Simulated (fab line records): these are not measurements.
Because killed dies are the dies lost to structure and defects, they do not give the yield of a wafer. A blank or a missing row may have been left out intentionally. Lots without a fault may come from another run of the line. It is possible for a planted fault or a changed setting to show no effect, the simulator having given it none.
fab line records | flow n5Finfet
record: lots: 5 wafers: 15 lastDay: 16
route steps=1938 shown BEOL_M2@867 BEOL_M4@1111
lots that met no fault: from a run of the same line without faults
startH: the number of hours between the record's first day and the start of the first shown wafer of the lot | waitH: how many hours have passed since the lot's step before this one | " same as the row above | L1.1+2: one row covering several wafers at once | - either no value or no given start | * or withheld: withheld | < > ~ a bound
route shown NAME@n: names a module that has steps shown in the file, with the first one's number in the route | usual: the fault-free wafers' mean and standard deviation | same: alike in all rows | chamber/n: place in a boat | sites: per-site readings | _std_site: the standard deviation of these | _edge_site: outer sites' mean less inner sites' | radiusMm: for every site, how far away it sits from the centre of the wafer | mask NAME#n: copy n | behind: tool/chamber where the wafer was last shaped | hold: what put the lot on hold/how long, in hours/how the hold closed | device: names the non-switching transistor (n, p or np) | end of line: the same wafers' tests at the end of the route | a step without rows: its recipe alone | killed: dies that structure and defects cost at the first sort, which is not the same as the wafer's yield | map: a wafer's dies, marking killed ones x, the rest . and places with no die _
set.NAME: the run value of the setting; set.NAME@STEP: its run value at that earlier step | model.NAME: the simulator's own value behind a step, which no gauge read
certain route steps with their lots: each step a table, each wafer a row
services: a tool's chamber out of use, with start hour (startH, from the record's first day; less than 0 if before it), hours out, and reason
== steps ==
step: N5_BEOL_M2_COAT_67
recipe: resist: SOC tempC: 250 timeS: 60 spinRpm: 1500 resistThkNm: 60
step: N5_BEOL_M2_COAT_68
recipe: resist: SiARC tempC: 220 timeS: 60 spinRpm: 1500 resistThkNm: 12
step: N5_BEOL_M2_COAT_76
recipe: resist: underlayer tempC: 205 timeS: 60 spinRpm: 1500 resistThkNm: 5
step: N5_BEOL_M2_COAT_22
recipe: resist: CAR-EUV spinRpm: 1500 resistThkNm: 30
step: N5_BEOL_M2_EBR_24
recipe: solvent: PGMEA ebrWidthMm: 1.5
step: N5_BEOL_M2_SOFTBAKE_23
recipe: tempC: 110 timeS: 60 resist: CAR-EUV
step: N5_BEOL_M2_EXPOSE_25
recipe: maskId: V1 na: 0.33 sourceShape: quasar sigmaInner: 0.2 sigmaOuter: 0.8 polarization: unpolarized defocusNm: 5 doseMj: 63
step: N5_BEOL_M2_PEB_26
recipe: pebTempC: 100 pebTimeS: 60 resist: CAR-EUV
step: N5_BEOL_M2_DEVELOP_27
recipe: developTimeS: 30 developer: TMAH resist: CAR-EUV rinseLiquid: surfactantRinse dry: airSpin devTempC: 23
step: N5_BEOL_M2_CD_MEAS_28
recipe: targetCdNm: 26.2 landingEnergyEv: 500 detector: seInlens targetCdYNm: 24.1 polarity: opening
usual: cdNm: 26.24/0.22
columns lot.wafer tool chamber startH waitH cdNm
L343.2 cdSem-03 0 177.34 - 26.56
L343.3 " 0 " " 26.37
L343.4 " 0 " " 26.11
L346.4 cdSem-02 0 195.46 - 26.17
L346.5 " 0 " " 26.57
L346.6 " 0 " " 26.15
L351.2 cdSem-02 0 220.63 - 26.39
L351.5 " 0 " " 26.37
L351.6 " 0 " " 26.33
L355.2 cdSem-02 0 243.58 - 26.42
L355.5 " 0 " " 26.11
L355.6 " 0 " " 26.10
L357.4 cdSem-02 0 253.83 - 25.86
L357.5 " 0 " " 26.49
L357.6 " 0 " " 26.01
step: N5_BEOL_M2_OVL_MEAS_29
recipe: pointsPerWafer: 522
usual: V1_OVL: 0.2/0.71
columns lot.wafer tool chamber startH waitH V1_OVL[nm]
L343.2 overlay-02 0 177.38 0.0 0.2
L343.3 " 0 " " -1.4
L343.4 " 0 " " 0.5
L346.4 overlay-01 0 195.50 0.0 -1.0
L346.5 " 0 " " 0.8
L346.6 " 0 " " -0.8
L351.2 overlay-01 0 220.66 0.0 0.4
L351.5 " 0 " " 0.0
L351.6 " 0 " " -0.6
L355.2 overlay-02 0 243.61 0.0 -0.4
L355.5 " 0 " " -0.3
L355.6 " 0 " " 0.0
L357.4 overlay-01 0 253.87 0.0 0.4
L357.5 " 0 " " 0.7
L357.6 " 0 " " 0.6
step: N5_BEOL_M2_INSPECT_30
recipe: mode: adi inspectInstrument: brightfield
usual: rawDefectCount: 392/86
columns lot.wafer tool chamber startH waitH rawDefectCount
L343.2 defectInspect-01 - 177.43 0.0 280
L343.3 " - " " 278
L343.4 " - " " 220
L346.4 defectInspect-02 - 195.54 0.0 421
L346.5 " - " " 433
L346.6 " - " " 388
L351.2 defectInspect-01 - 220.72 0.0 473
L351.5 " - " " 512
L351.6 " - " " 508
L355.2 defectInspect-02 - 243.66 0.0 382
L355.5 " - " " 394
L355.6 " - " " 336
L357.4 defectInspect-01 - 253.91 0.0 328
L357.5 " - " " 319
L357.6 " - " " 358
step: N5_BEOL_M2_DESCUM_33
recipe: chemistry: O2 timeS: 7 sourcePowerW: 50 biasPowerW: 20 pressureMtorr: 20 rfFrequencyHz: 2.712e+07 tempC: 40 resist: CAR-EUV o2FlowSccm: 225
usual: drypumpMotorCurrentA: 5.7/0.5 o2FlowSccm: 225.0/0.63 oesProductAu: 0.83/0.09 rfVppV: 243.2/1.5 showerheadPlenumPTorr: 2.09/0.077 throttleValvePct: 20.41/0.3
columns lot.wafer tool chamber startH waitH drypumpMotorCurrentA o2FlowSccm oesProductAu rfHoursCounterH rfVppV showerheadPlenumPTorr throttleValvePct model.CAR-EUV_of_BEOL_M2_COAT_22.thkNm
L343.2 rieDiel-01 0 177.47 0.0 4.7 225.6 0.73 203 243.0 2.06 20.19 26.2
L343.3 " 2 " " 6.2 225.1 0.95 6 244.2 2.13 20.20 26.2
L343.4 " 3 " " 5.4 224.6 0.91 33 243.2 2.03 20.19 26.4
L346.4 rieDiel-06 3 195.58 0.0 5.6 224.3 0.81 97 245.7 2.01 20.47 26
L346.5 " 0 " " 5.7 225.7 0.84 - 245.7 2.22 20.26 26
L346.6 " 1 " " 6.3 224.1 0.93 - 243.8 2.05 20.14 26
L351.2 rieDiel-02 0 220.88 0.2 5.5 225.2 0.88 53 245.6 2.23 20.44 26.2
L351.5 " 2 " " 5.8 226.0 0.87 - 244.6 2.13 20.30 26
L351.6 " 1 " " 6.3 224.9 0.77 - 242.5 2.02 20.33 26
L355.2 rieDiel-06 2 243.70 0.0 5.6 225.0 0.69 228 244.3 2.15 20.92 26
L355.5 " 3 " " 5.6 224.7 0.80 - 241.4 2.01 20.50 26
L355.6 " 2 " " 5.5 224.7 0.69 - 244.5 2.15 20.92 26
L357.4 rieDiel-01 2 253.97 0.1 6.2 224.5 0.89 - 244.0 2.12 20.25 26
L357.5 " 1 " " 5.0 226.4 0.70 - 242.4 2.01 21.11 26
L357.6 " 0 " " 4.7 225.6 0.71 - 242.5 2.05 20.24 26.6
step: N5_BEOL_M2_ETCH_77
recipe: chemistry: N2/H2 target: underlayer targetDepthA: 65 maskMaterial: CAR-EUV timeS: 5.2 ionEnergyEv: 200 pressureMtorr: 30 sourceW: 840 biasW: 150 n2FlowSccm: 200 h2FlowSccm: 200 ends: cleared
usual: drypumpMotorCurrentA: 5.7/0.51 etchRfOnTimeS: 5.13/0.13 n2FlowSccm: 200.0/0.66 oesProductAu: 0.71/0.079 rfVppV: 524.1/2.8 showerheadPlenumPTorr: 2.55/0.093 throttleValvePct: 17.8/0.31
columns lot.wafer tool chamber startH waitH drypumpMotorCurrentA etchRfOnTimeS n2FlowSccm oesProductAu rfHoursCounterH rfVppV showerheadPlenumPTorr throttleValvePct
L343.2 rieDiel-01 0 177.50 0.0 4.7 5.42 200.4 0.61 203 524.1 2.53 17.8
L343.3 " 2 " " 6.2 5.30 199.5 0.82 6 526.4 2.59 17.6
L343.4 " 3 " " 5.4 5.23 198.9 0.76 33 521.9 2.46 17.6
L346.4 rieDiel-06 3 195.61 0.0 5.6 5.01 200.2 0.70 97 520.9 2.46 18.0
L346.5 " 0 " " 5.8 5.01 199.3 0.73 - 527.8 2.69 17.6
L346.6 " 1 " " 6.3 5.01 200.3 0.79 - 524.4 2.48 17.5
L351.2 rieDiel-02 0 220.91 0.0 5.5 5.10 200.3 0.75 53 527.8 2.70 17.8
L351.5 " 2 " " 5.8 5.12 200.2 0.74 - 527.1 2.61 17.8
L351.6 " 1 " " 6.3 5.27 199.3 0.64 - 521.3 2.44 17.7
L355.2 rieDiel-06 2 243.73 0.0 5.5 5.10 199.6 0.59 228 526.7 2.62 18.5
L355.5 " 3 " " 5.6 4.90 200.5 0.68 - 523.5 2.46 18.0
L355.6 " 2 " " 5.6 5.15 200.3 0.58 - 525.2 2.62 18.4
L357.4 rieDiel-01 2 253.99 0.0 6.2 5.23 200.1 0.75 - 525.9 2.58 17.7
L357.5 " 1 " " 5.0 5.18 200.4 0.61 - 519.2 2.43 18.5
L357.6 " 0 " " 4.7 5.30 200.2 0.59 - 523.7 2.52 17.8
step: N5_BEOL_M2_ETCH_69
recipe: chemistry: CF4 target: SiARC targetDepthA: 156 maskMaterial: CAR-EUV timeS: 26 ionEnergyEv: 80 pressureMtorr: 40 sourceW: 545 biasW: 36 Ar_flow_sccm: 100 cf4FlowSccm: 100 ends: cleared
usual: cf4FlowSccm: 99.99/0.29 drypumpMotorCurrentA: 5.7/0.5 etchRfOnTimeS: 25.6/0.7 oesProductAu: 0.71/0.079 rfVppV: 184.1/1.2 showerheadPlenumPTorr: 2.14/0.076 throttleValvePct: 15.58/0.22
columns lot.wafer tool chamber startH waitH cf4FlowSccm drypumpMotorCurrentA etchRfOnTimeS oesProductAu rfHoursCounterH rfVppV showerheadPlenumPTorr throttleValvePct
L343.2 rieDiel-01 0 177.52 0.0 99.28 4.7 26.4 0.61 203 184.0 2.11 15.56
L343.3 " 2 " " 99.94 6.2 25.9 0.82 6 185.5 2.20 15.43
L343.4 " 3 " " 100.25 5.3 26.2 0.75 33 182.0 2.10 15.38
L346.4 rieDiel-06 3 195.63 0.0 100.26 5.6 24.4 0.69 97 182.1 2.07 15.65
L346.5 " 0 " " 100.35 5.7 24.7 0.73 - 185.5 2.26 15.40
L346.6 " 1 " " 100.02 6.2 24.6 0.79 - 183.0 2.10 15.35
L351.2 rieDiel-02 0 220.93 0.0 100.45 5.5 25.1 0.76 53 185.2 2.27 15.52
L351.5 " 2 " " 99.80 5.8 25.3 0.75 - 183.6 2.19 15.50
L351.6 " 1 " " 99.97 6.3 25.9 0.66 - 184.3 2.07 15.51
L355.2 rieDiel-06 2 243.75 0.0 99.76 5.5 25.6 0.59 228 185.7 2.19 16.03
L355.5 " 3 " " 100.23 5.5 24.4 0.69 - 183.9 2.06 15.68
L355.6 " 2 " " 99.67 5.5 25.7 0.60 - 186.1 2.19 16.03
L357.4 rieDiel-01 2 254.03 0.0 99.91 6.2 26.2 0.76 - 183.9 2.19 15.48
L357.5 " 1 " " 100.29 5.0 26.2 0.60 - 184.4 2.04 16.05
L357.6 " 0 " " 100.23 4.7 26.3 0.60 - 182.8 2.10 15.61
step: N5_BEOL_M2_ALD_98
recipe: material: SiO2 targetThkA: 25 tempC: 100 aldPrecursorFamily: BDEAS aldCoReactant: O2-plasma pulseTimeS: 1 coReactantPulseTimeS: 1 purgeTimeS: 2 coReactantPurgeTimeS: 2 aldCycles: 17 pressureTorr: 2
usual: chamberPressureTorr: 2.000/0.0042 heaterPowerW: 80/11 precursorPulseHeightRel: 0.996/0.02 susceptorTempC: 99.97/0.12
columns lot.wafer tool chamber startH waitH chamberPressureTorr heaterPowerW precursorPulseHeightRel susceptorTempC
L343.2 aldSin-02 2 177.63 0.1 2.006 75 1.010 99.95
L343.3 " 1 " " 1.998 83 0.997 99.82
L343.4 " 3 " " 2.000 85 0.976 99.91
L346.4 aldSin-02 1 195.71 0.1 1.993 83 0.984 99.97
L346.5 " 3 " " 1.999 83 0.983 99.92
L346.6 " 0 " " 2.002 77 1.010 99.98
L351.2 aldSin-01 3 221.01 0.1 1.993 79 1.007 100.13
L351.5 " 3 " " 2.001 79 0.985 100.09
L351.6 " 0 " " 1.996 71 0.999 99.88
L355.2 aldSin-03 2 243.96 0.2 1.998 86 1.040 99.72
L355.5 " 0 " " 1.992 62 1.015 99.90
L355.6 " 1 " " 2.002 104 1.018 100.10
L357.4 aldSin-02 3 254.08 0.0 2.000 85 1.010 99.80
L357.5 " 1 " " 1.993 81 1.002 99.89
L357.6 " 0 " " 2.002 77 0.987 100.28
step: N5_BEOL_M2_ETCHBACK_99
recipe: chemistry: CHF3 target: SiO2 targetDepthA: 50 timeS: 10.4 sourceW: 215 biasW: 47 Ar_flow_sccm: 200 CHF3_flow_sccm: 12 ionEnergyEv: 100 pressureMtorr: 30
usual: drypumpMotorCurrentA: 5.7/0.5 oesProductAu: 0.83/0.091 rfVppV: 239/5 showerheadPlenumPTorr: 2.16/0.08 throttleValvePct: 17.06/0.22
columns lot.wafer tool chamber startH waitH drypumpMotorCurrentA oesProductAu rfHoursCounterH rfVppV showerheadPlenumPTorr throttleValvePct model.CAR-EUV_of_BEOL_M2_COAT_22.thkNm
L343.2 rieDiel-02 1 180.63 3.0 6.4 0.78 150 234 2.09 16.98 10.4
L343.3 " 0 " " 5.5 0.90 38 236 2.31 17.02 10.4
L343.4 " 2 " " 5.8 0.91 22 248 2.21 16.93 10.8
L346.4 rieDiel-02 2 197.24 1.5 5.8 0.88 28 248 2.21 16.95 10.4
L346.5 " 3 " " 6.1 0.97 - 237 2.11 16.98 10.4
L346.6 " 2 " " 5.8 0.88 - 246 2.21 16.98 10.4
L351.2 rieDiel-01 1 227.64 6.6 5.0 0.70 195 242 2.05 17.54 10.4
L351.5 " 0 " " 4.7 0.70 - 237 2.11 16.96 10.4
L351.6 " 3 " " 5.4 0.86 - 247 2.10 16.88 10.4
L355.2 rieDiel-06 1 253.72 9.7 6.2 0.90 39 242 2.10 16.80 10.2
L355.5 " 3 " " 5.6 0.80 - 237 2.08 17.21 10.2
L355.6 " 2 " " 5.5 0.69 - 232 2.21 17.55 10.2
L357.4 rieDiel-01 2 261.51 7.4 6.2 0.88 - 239 2.20 16.97 10.4
L357.5 " 0 " " 4.7 0.70 - 236 2.10 16.98 10.4
L357.6 " 1 " " 5.0 0.71 - 242 2.05 17.57 10.8
step: N5_BEOL_M2_ETCH_70
recipe: chemistry: N2/H2 target: SOC targetDepthA: 800 overetchA: 240 maskMaterial: SiARC tempC: 40 timeS: 130 ionEnergyEv: 200 pressureMtorr: 30 sourceW: 840 biasW: 150 n2FlowSccm: 200 h2FlowSccm: 200
usual: drypumpMotorCurrentA: 5.7/0.5 n2FlowSccm: 200.1/0.63 oesProductAu: 0.61/0.062 rfVppV: 523.9/2.6 showerheadPlenumPTorr: 2.54/0.091 throttleValvePct: 17.79/0.28
columns lot.wafer tool chamber startH waitH drypumpMotorCurrentA n2FlowSccm oesProductAu rfHoursCounterH rfVppV showerheadPlenumPTorr throttleValvePct
L343.2 rieDiel-02 1 180.67 0.0 6.3 201.5 0.57 150 521.6 2.45 17.61
L343.3 " 0 " " 5.5 200.0 0.66 38 527.7 2.70 17.79
L343.4 " 2 " " 5.8 199.4 0.64 22 525.4 2.62 17.75
L346.4 rieDiel-02 2 197.27 0.0 5.8 199.0 0.64 28 524.9 2.61 17.76
L346.5 " 3 " " 6.1 199.3 0.70 - 522.4 2.48 17.60
L346.6 " 2 " " 5.8 200.0 0.64 - 525.4 2.61 17.77
L351.2 rieDiel-01 1 227.67 0.0 5.0 199.1 0.53 195 520.7 2.44 18.42
L351.5 " 0 " " 4.7 201.0 0.53 - 522.7 2.52 17.79
L351.6 " 3 " " 5.4 200.2 0.64 - 521.7 2.45 17.63
L355.2 rieDiel-06 1 253.76 0.0 6.3 199.8 0.65 39 523.0 2.48 17.43
L355.5 " 3 " " 5.6 200.9 0.57 - 521.0 2.46 17.94
L355.6 " 2 " " 5.6 200.1 0.51 - 524.8 2.62 18.40
L357.4 rieDiel-01 2 261.57 0.0 6.2 199.4 0.65 - 524.8 2.58 17.66
L357.5 " 0 " " 4.7 200.4 0.51 - 522.7 2.52 17.83
L357.6 " 1 " " 5.0 200.2 0.52 - 518.5 2.43 18.44
step: N5_BEOL_M4_RC_MEAS_101
usual: DIBL_N: 36.8/1.5 DIBL_P: 37.1/2.1 IOFF_N: 0.168/0.03 IOFF_P: 0.22/0.034 ION_N: 679/12 ION_P: 466/8 SS_N: 71.7/0.58 SS_P: 73.5/0.67 VT_N: 248.8/2.7 VT_P: -250/3.3
columns lot.wafer tool chamber startH waitH DIBL_N[mV/V] DIBL_P[mV/V] IOFF_N[nA/um] IOFF_P[nA/um] ION_N[uA/um] ION_P[uA/um] SS_N[mV/dec] SS_P[mV/dec] VT_N[mV] VT_P[mV]
L343.2 prober-02 0 207.43 0.2 38.0 37.7 0.178 0.25 686 479 71.1 74.2 246.7 -245
L343.3 " 0 " " 37.3 36.0 0.170 0.22 692 480 71.5 72.9 248.6 -249
L343.4 " 0 " " 37.8 36.7 0.154 0.22 683 466 71.7 73.6 250.6 -246
L346.4 prober-02 0 216.58 0.5 36.7 38.2 0.169 0.20 673 459 71.4 73.1 248.1 -253
L346.5 " 0 " " 37.8 39.3 0.189 0.22 680 461 71.5 74.2 245.8 -251
L346.6 " 0 " " 37.0 37.7 0.177 0.21 681 458 71.6 73.9 248.0 -252
L351.2 prober-02 0 248.67 0.2 37.2 38.2 0.199 0.22 688 458 72.1 73.5 244.9 -253
L351.5 " 0 " " 35.6 37.3 0.161 0.20 670 466 72.2 72.8 248.6 -251
L351.6 " 0 " " 38.1 39.1 0.201 0.22 689 468 73.6 73.5 247.7 -250
L355.2 prober-01 0 275.85 0.2 36.1 37.2 0.151 0.21 676 466 72.6 73.5 248.1 -250
L355.5 " 0 " " 36.1 38.0 0.150 0.22 677 468 71.6 73.7 248.9 -249
L355.6 " 0 " " 35.6 36.2 0.142 0.19 675 464 71.1 73.2 249.6 -252
L357.4 prober-02 0 288.60 0.5 36.9 36.6 0.165 0.21 680 469 71.8 73.4 248.8 -255
L357.5 " 0 " " 37.2 37.0 0.182 0.23 697 481 72.4 73.6 250.4 -249
L357.6 " 0 " " 40.1 41.3 0.252 0.31 699 473 73.1 74.5 243.5 -246
== services ==
columns tool chamber startH hours kind
rieDiel-02 1 158.46 5.5 repair
aldSin-02 1 187.06 8.4 repair
aldSin-02 - 206.86 2.8 pm
rieDiel-06 - 215.62 15.6 pm
aldSin-02 3 223.33 2.2 repair
rieDiel-02 2 235.45 2.4 repair
aldSin-01 3 236.11 3.7 repair
aldSin-03 3 241.06 5.0 repair
rieDiel-01 3 246.14 18.9 repair
aldSin-02 - 259.92 0.6 repair
== key ==
firstSign none at tools or gauges
modelEffect: step: N5_BEOL_M2_DESCUM_33 value: CAR-EUV_of_BEOL_M2_COAT_22.thkNm without: 26 struck: 26.6
modelEffect: step: N5_BEOL_M2_ETCHBACK_99 value: CAR-EUV_of_BEOL_M2_COAT_22.thkNm without: 10.4 struck: 10.8
metAt N5_BEOL_M2_DESCUM_33
struckWafers L357.6
onsetBetween 177.47 253.97
fault: kind: processParameterDrift tool: rieDiel-01 chamber: 0 onsetH: 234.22 steps: N5_BEOL_M2_DESCUM_33 channel: timeS offset: * shape: step endH: 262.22 actsIn: * stated: *
